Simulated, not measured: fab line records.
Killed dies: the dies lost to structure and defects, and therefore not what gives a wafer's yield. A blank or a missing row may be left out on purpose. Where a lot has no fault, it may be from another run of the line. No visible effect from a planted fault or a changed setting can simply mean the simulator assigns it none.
Matching of chambers / flow nandHarc / NHARC_A_SGD_CUT_DESCUM_14 on rieDiel-05: 4 sister chambers
The step chemistry O2, time 3 s. 18 wafers are shown with their chamber, then 9 later ones without.

== EACH WAFER AND ITS CHAMBER ==
wafer=L600.1; chamber=3; showerheadPlenumPTorr (Torr)=2.05; drypumpMotorCurrentA (A)=6.4; oesProductAu (a.u.)=1.008
wafer=L600.3; chamber=2; showerheadPlenumPTorr (Torr)=2.04; drypumpMotorCurrentA (A)=6.3; oesProductAu (a.u.)=0.974
wafer=L600.4; chamber=3; showerheadPlenumPTorr (Torr)=2.05; drypumpMotorCurrentA (A)=6.4; oesProductAu (a.u.)=1.018
wafer=L601.1; chamber=0; showerheadPlenumPTorr (Torr)=1.78; drypumpMotorCurrentA (A)=5.2; oesProductAu (a.u.)=1.003
wafer=L601.2; chamber=2; showerheadPlenumPTorr (Torr)=2.04; drypumpMotorCurrentA (A)=6.3; oesProductAu (a.u.)=0.986
wafer=L601.5; chamber=1; showerheadPlenumPTorr (Torr)=1.93; drypumpMotorCurrentA (A)=5.8; oesProductAu (a.u.)=1.011
wafer=L604.2; chamber=3; showerheadPlenumPTorr (Torr)=2.05; drypumpMotorCurrentA (A)=6.4; oesProductAu (a.u.)=1.018
wafer=L604.3; chamber=0; showerheadPlenumPTorr (Torr)=1.78; drypumpMotorCurrentA (A)=5.2; oesProductAu (a.u.)=1.002
wafer=L604.5; chamber=3; showerheadPlenumPTorr (Torr)=2.05; drypumpMotorCurrentA (A)=6.4; oesProductAu (a.u.)=1.009
wafer=L607.2; chamber=2; showerheadPlenumPTorr (Torr)=2.03; drypumpMotorCurrentA (A)=6.3; oesProductAu (a.u.)=0.988
wafer=L607.3; chamber=3; showerheadPlenumPTorr (Torr)=2.05; drypumpMotorCurrentA (A)=6.4; oesProductAu (a.u.)=1.012
wafer=L607.4; chamber=1; showerheadPlenumPTorr (Torr)=1.93; drypumpMotorCurrentA (A)=5.9; oesProductAu (a.u.)=1.001
wafer=L611.2; chamber=1; showerheadPlenumPTorr (Torr)=1.93; drypumpMotorCurrentA (A)=5.8; oesProductAu (a.u.)=0.998
wafer=L611.4; chamber=0; showerheadPlenumPTorr (Torr)=1.78; drypumpMotorCurrentA (A)=5.2; oesProductAu (a.u.)=1.014
wafer=L611.6; chamber=2; showerheadPlenumPTorr (Torr)=2.03; drypumpMotorCurrentA (A)=6.3; oesProductAu (a.u.)=1.001
wafer=L610.2; chamber=1; showerheadPlenumPTorr (Torr)=1.93; drypumpMotorCurrentA (A)=5.9; oesProductAu (a.u.)=1.009
wafer=L610.3; chamber=2; showerheadPlenumPTorr (Torr)=2.03; drypumpMotorCurrentA (A)=6.3; oesProductAu (a.u.)=0.997
wafer=L610.6; chamber=0; showerheadPlenumPTorr (Torr)=1.78; drypumpMotorCurrentA (A)=5.2; oesProductAu (a.u.)=1.011

SIGNATURES, as means of the wafers listed above
reading=showerheadPlenumPTorr; chamber 0=1.7800; chamber 1=1.9300; chamber 2=2.0340; chamber 3=2.0500; scatter within a chamber=0.00293
reading=drypumpMotorCurrentA; chamber 0=5.200; chamber 1=5.850; chamber 2=6.300; chamber 3=6.400; scatter within a chamber=0.0267
reading=oesProductAu; chamber 0=1.00750; chamber 1=1.00475; chamber 2=0.98920; chamber 3=1.01300; scatter within a chamber=0.00735
Rule: distance of a wafer from a chamber = root of the sum over the readings of ((wafer's reading minus chamber's mean) / reading's scatter) squared. The wafer belongs to the nearest chamber; if the next one is less than 2 further off, it can't be placed. The scatter: the root of (the sum of the squares of (reading less its chamber's mean) over the shown wafers, divided by (wafers less chambers)).

== WAFERS WITH NO CHAMBER GIVEN ==
wafer=L617.1; showerheadPlenumPTorr (Torr)=2.03; drypumpMotorCurrentA (A)=6.3; oesProductAu (a.u.)=0.992
wafer=L617.2; showerheadPlenumPTorr (Torr)=2.05; drypumpMotorCurrentA (A)=6.4; oesProductAu (a.u.)=1.010
wafer=L617.5; showerheadPlenumPTorr (Torr)=2.05; drypumpMotorCurrentA (A)=6.4; oesProductAu (a.u.)=1.014
wafer=L620.2; showerheadPlenumPTorr (Torr)=2.03; drypumpMotorCurrentA (A)=6.3; oesProductAu (a.u.)=1.006
wafer=L620.3; showerheadPlenumPTorr (Torr)=1.77; drypumpMotorCurrentA (A)=5.2; oesProductAu (a.u.)=1.026
wafer=L620.6; showerheadPlenumPTorr (Torr)=1.93; drypumpMotorCurrentA (A)=5.8; oesProductAu (a.u.)=1.001
wafer=L621.2; showerheadPlenumPTorr (Torr)=1.93; drypumpMotorCurrentA (A)=5.8; oesProductAu (a.u.)=1.004
wafer=L621.4; showerheadPlenumPTorr (Torr)=2.05; drypumpMotorCurrentA (A)=6.4; oesProductAu (a.u.)=1.018
wafer=L621.6; showerheadPlenumPTorr (Torr)=2.05; drypumpMotorCurrentA (A)=6.4; oesProductAu (a.u.)=1.009

== CHAMBER TAKEN BY EACH ==
wafer=L617.1; from the rows above=2; in truth=2
wafer=L617.2; from the rows above=3; in truth=3
wafer=L617.5; from the rows above=3; in truth=3
wafer=L620.2; from the rows above=2; in truth=2
wafer=L620.3; from the rows above=0; in truth=0
wafer=L620.6; from the rows above=1; in truth=1
wafer=L621.2; from the rows above=1; in truth=1
wafer=L621.4; from the rows above=3; in truth=3
wafer=L621.6; from the rows above=3; in truth=3
Correct placement for 9 of the 9. Can't be placed from these rows: 0. Number placed wrongly: 0.
